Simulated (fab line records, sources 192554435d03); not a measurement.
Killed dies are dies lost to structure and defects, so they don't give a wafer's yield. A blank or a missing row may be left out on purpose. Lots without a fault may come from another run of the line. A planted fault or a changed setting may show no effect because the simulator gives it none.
Which tool did it? | flow n5_finfet | 10 lots, 30 wafers sampled, at 5 steps of a route of 1938

WHAT THE GAUGES READ, wafer by wafer
The record holds no reading of a measuring or inspecting step that can be judged against a usual standard deviation.

WHICH TOOL RAN EACH LOT (tool, then ch and the chambers of the sampled wafers, then the start)
lot  | N5_BEOL_M13_STRIP_64                 | N5_BEOL_M13_ETCH_68                | N5_BEOL_M13_SPUTTER_44       | N5_BEOL_M13_CMP_49            | N5_PASSIVATION_PROBE_49
L753 | plasma_asher-02 ch 0,1, day 11 13:25 | rie_diel-02 ch 0,2,3, day 11 14:10 | pvd_sputter-03, day 11 17:45 | cmp-04 ch 0,1,3, day 11 18:30 | -
L755 | plasma_asher-02 ch 0,1, day 11 13:53 | rie_diel-03 ch 1,3, day 11 14:45   | pvd_sputter-03, day 11 21:11 | cmp-01 ch 1,3, day 11 21:51   | -
L758 | plasma_asher-02 ch 0,1, day 12 18:36 | rie_diel-01 ch 0,1, day 12 19:30   | pvd_sputter-01, day 12 21:20 | cmp-04 ch 1,2,3, day 12 22:15 | prober-02, day 13 19:23
L757 | plasma_asher-01 ch 0,1, day 12 22:12 | rie_diel-03 ch 1,2, day 12 23:01   | pvd_sputter-01, day 13 00:47 | cmp-02 ch 1,2,3, day 13 01:34 | -
L759 | plasma_asher-02 ch 0,1, day 13 03:29 | rie_diel-03 ch 0,1,2, day 13 04:19 | pvd_sputter-02, day 13 06:07 | cmp-01 ch 0,3, day 13 06:49   | -
L762 | plasma_asher-01 ch 0,1, day 13 23:19 | rie_diel-03 ch 0,3, day 14 00:05   | pvd_sputter-01, day 14 01:12 | cmp-01 ch 0,1,2, day 14 02:06 | prober-01, day 15 06:47
L760 | plasma_asher-02 ch 0,1, day 14 09:13 | rie_diel-01 ch 1,3, day 14 09:58   | pvd_sputter-03, day 14 14:46 | cmp-01 ch 0,2,3, day 14 15:35 | -
L763 | plasma_asher-02 ch 0,1, day 14 18:00 | rie_diel-02 ch 0,1,3, day 14 18:47 | pvd_sputter-02, day 14 20:19 | cmp-01 ch 0,2,3, day 14 21:43 | -
L771 | plasma_asher-02 ch 0,1, day 16 08:51 | rie_diel-02 ch 0,3, day 16 09:38   | pvd_sputter-02, day 16 11:52 | cmp-04 ch 1,2,3, day 16 12:51 | prober-02, day 17 16:29
L773 | plasma_asher-02 ch 0,1, day 16 22:44 | rie_diel-02 ch 0,1,2, day 16 23:31 | pvd_sputter-03, day 17 02:37 | cmp-04 ch 1,2,3, day 17 03:32 | prober-02, day 18 08:08
- N5_BEOL_M13_STRIP_64: strips in N2/H2.
- N5_BEOL_M13_ETCH_68: etches SOC in N2/H2, time 355 s.
- N5_BEOL_M13_SPUTTER_44: material Ta, target thk 10 nm, time 16.13 s.
- N5_BEOL_M13_CMP_49: polishes, stops on SiOC, t overpolish 17.1 s, target thk 420 nm.
- N5_PASSIVATION_PROBE_49

WHAT THE TOOLS THEMSELVES READ (means of the sampled wafers that have a number; where no wafer has one, the mark that the record gives instead)
N5_BEOL_M13_STRIP_64. Usual: drypump_motor_current_A 5.9 A, standard deviation 0.47; heater_power_w 368 W, standard deviation 27; oes_product_au 0.714 a.u., standard deviation 0.0044; strip_time_to_endpoint_s 31.35 s, standard deviation 0.085.
lot  | tool            | drypump_motor_current_A (A) | heater_power_w (W) | oes_product_au (a.u.) | strip_time_to_endpoint_s (s) | flag
L753 | plasma_asher-02 | 5.7                         | 381                | 0.716                 | 31.34                        |
L755 | plasma_asher-02 | 5.9                         | 384                | 0.722                 | 31.45                        |
L758 | plasma_asher-02 | 5.7                         | 388                | 0.715                 | 31.36                        |
L757 | plasma_asher-01 | 6.2                         | 360                | 0.717                 | 31.40                        |
L759 | plasma_asher-02 | 5.7                         | 390                | 0.716                 | 31.27                        |
L762 | plasma_asher-01 | 5.9                         | 339                | 0.711                 | 31.19                        |
L760 | plasma_asher-02 | 5.7                         | 385                | 0.716                 | 31.16                        |
L763 | plasma_asher-02 | 6.0                         | 383                | 0.718                 | 31.36                        |
L771 | plasma_asher-02 | 5.9                         | 381                | 0.712                 | 31.27                        |
L773 | plasma_asher-02 | 6.0                         | 380                | 0.713                 | 31.34                        |

N5_BEOL_M13_ETCH_68. Usual: drypump_motor_current_A 5.7 A, standard deviation 0.53; oes_product_au 0.82 a.u., standard deviation 0.071; rf_vpp_V 524.4 V, standard deviation 2.4; showerhead_plenum_p_Torr 2.56 Torr, standard deviation 0.081; throttle_valve_pct 17.65 %, standard deviation 0.18.
lot  | tool        | drypump_motor_current_A (A) | oes_product_au (a.u.) | rf_vpp_V (V) | showerhead_plenum_p_Torr (Torr) | throttle_valve_pct (%) | flag
L753 | rie_diel-02 | 5.4                         | 0.74                  | 525.0        | 2.57                            | 17.75                  |
L755 | rie_diel-03 | 6.3                         | 0.76                  | 526.2        | 2.60                            | 17.79                  |
L758 | rie_diel-01 | 5.7                         | 0.77                  | 524.7        | 2.58                            | 17.77                  |
L757 | rie_diel-03 | 6.5                         | 0.75                  | 526.2        | 2.64                            | 17.81                  |
L759 | rie_diel-03 | 6.2                         | 0.81                  | 524.8        | 2.60                            | 17.60                  |
L762 | rie_diel-03 | 5.7                         | 0.86                  | 522.5        | 2.51                            | 17.41                  |
L760 | rie_diel-01 | 5.6                         | 0.77                  | 523.1        | 2.55                            | 17.74                  |
L763 | rie_diel-02 | 5.6                         | 0.85                  | 524.8        | 2.57                            | 17.63                  |
L771 | rie_diel-02 | 5.7                         | 0.77                  | 526.3        | 2.62                            | 17.60                  |
L773 | rie_diel-02 | 5.7                         | 0.78                  | 523.8        | 2.52                            | 17.77                  |

N5_BEOL_M13_SPUTTER_44. Usual: cathode_dc_power_W 15000 W, standard deviation 2.2; susceptor_temp_C 50.02 C, standard deviation 0.12; throttle_valve_pct 30.2 %, standard deviation 0.87.
lot  | tool           | cathode_dc_power_W (W) | susceptor_temp_C (C) | throttle_valve_pct (%) | flag
L753 | pvd_sputter-03 | 15002                  | 50.06                | 29.6                   |
L755 | pvd_sputter-03 | 14999                  | 49.99                | 30.4                   |
L758 | pvd_sputter-01 | 15000                  | 50.07                | 30.8                   |
L757 | pvd_sputter-01 | 14999                  | 49.95                | 30.0                   |
L759 | pvd_sputter-02 | 14998                  | 49.91                | 31.0                   |
L762 | pvd_sputter-01 | 14758                  | 50.04                | 30.9                   | OFF
L760 | pvd_sputter-03 | 15001                  | 49.98                | 30.7                   |
L763 | pvd_sputter-02 | 15001                  | 50.05                | 30.4                   |
L771 | pvd_sputter-02 | 14998                  | 50.05                | 29.7                   |
L773 | pvd_sputter-03 | 15000                  | 49.95                | 29.9                   |

N5_BEOL_M13_CMP_49. Usual: barrier_field_endpoint_s 30.2 s, standard deviation 0.71; clearing_platen_rpm 50.002 rpm, standard deviation 0.025; motor_current_A 6.4 A, standard deviation 0.76; overpolish_run_s 17.100 s, standard deviation 0.0088; retaining_ring_pressure_frac 1.000, standard deviation 0.0048.
lot  | tool   | barrier_field_endpoint_s (s) | clearing_platen_rpm (rpm) | motor_current_A (A) | overpolish_run_s (s) | retaining_ring_pressure_frac | flag
L753 | cmp-04 | 30.3                         | 49.988                    | 6.2                 | 17.099               | 1.004                        |
L755 | cmp-01 | 30.8                         | 49.978                    | 5.9                 | 17.101               | 1.003                        |
L758 | cmp-04 | 30.8                         | 49.995                    | 7.1                 | 17.097               | 0.995                        |
L757 | cmp-02 | 29.6                         | 50.013                    | 6.1                 | 17.097               | 0.999                        |
L759 | cmp-01 | 30.2                         | 49.997                    | 6.9                 | 17.101               | 1.001                        |
L762 | cmp-01 | 30.2                         | 49.990                    | 6.6                 | 17.107               | 1.002                        |
L760 | cmp-01 | 29.9                         | 49.984                    | 6.9                 | 17.102               | 1.001                        |
L763 | cmp-01 | 29.5                         | 49.984                    | 6.9                 | 17.090               | 1.002                        |
L771 | cmp-04 | 29.6                         | 50.002                    | 7.0                 | 17.098               | 1.001                        |
L773 | cmp-04 | 30.1                         | 50.008                    | 6.8                 | 17.097               | 0.998                        |

N5_PASSIVATION_PROBE_49. Usual: defect_limited_yield 91.3 %, standard deviation 1.4; killed_at_M0_to_M3 34, standard deviation 10; killed_at_M4_up 13, standard deviation 4.8; killed_at_contacts 12, standard deviation 6.1; killed_at_front_end 40, standard deviation 11; killed_at_other 3.7, standard deviation 2.8; killed_dies 103, standard deviation 16; killed_open 67, standard deviation 12; killed_short 34, standard deviation 7.4; sort_bin_5_function 5.1 %, standard deviation 0.95; sort_bin_6_memory 3.2 %, standard deviation 0.62; sort_n_pass 1077, standard deviation 16; sort_yield_pct 91.3 %, standard deviation 1.4.
lot  | tool      | defect_limited_yield (%) | killed_at_M0_to_M3 | killed_at_M4_up | killed_at_contacts | killed_at_front_end | killed_at_other | killed_dies | killed_open | killed_short | sort_bin_5_function (%) | sort_bin_6_memory (%) | sort_n_pass | sort_yield_pct (%) | flag
L758 | prober-02 | 92.7                     | 29                 | 11              | 10                 | 31                  | 5.3             | 86          | 56          | 28           | 4.5                     | 2.6                   | 1094        | 92.7               |
L762 | prober-01 | 91.5                     | 29                 | 11              | 9                  | 43                  | 8.3             | 101         | 65          | 35           | 5.1                     | 3.2                   | 1079        | 91.5               |
L771 | prober-02 | 91.7                     | 36                 | 15              | 14                 | 32                  | 1.3             | 98          | 60          | 34           | 4.8                     | 2.9                   | 1082        | 91.7               |
L773 | prober-02 | 90.9                     | 37                 | 13              | 16                 | 39                  | 2.0             | 107         | 72          | 33           | 5.6                     | 3.2                   | 1073        | 90.9               |

THE ANSWER, worked out from the rows above alone
Rule: a lot is off if the mean of its wafers that have a number lies more than 3 standard deviations from the usual mean. A lot without any number at a reading at which 4 lots or more have one is off too. The other lots that the step has rows for count as sound. The gauges are gone through in route order, then the tools' own readings, and for those a lot's mean is taken as printed above. The first step at which some lot is off is used, and at that step the reading that is off furthest; a lot without a number counts as furthest.
Off: L762, at N5_BEOL_M13_SPUTTER_44 (cathode_dc_power_W).
A tool fits if, at that step or a process step before it, it ran every lot that is off, and no sound lot after the first of them. Can't be told from this: 3 tools fit, plasma_asher-01 at N5_BEOL_M13_STRIP_64, rie_diel-03 at N5_BEOL_M13_ETCH_68, pvd_sputter-01 at N5_BEOL_M13_SPUTTER_44.

WHAT THE SIMULATOR HAD PUT IN
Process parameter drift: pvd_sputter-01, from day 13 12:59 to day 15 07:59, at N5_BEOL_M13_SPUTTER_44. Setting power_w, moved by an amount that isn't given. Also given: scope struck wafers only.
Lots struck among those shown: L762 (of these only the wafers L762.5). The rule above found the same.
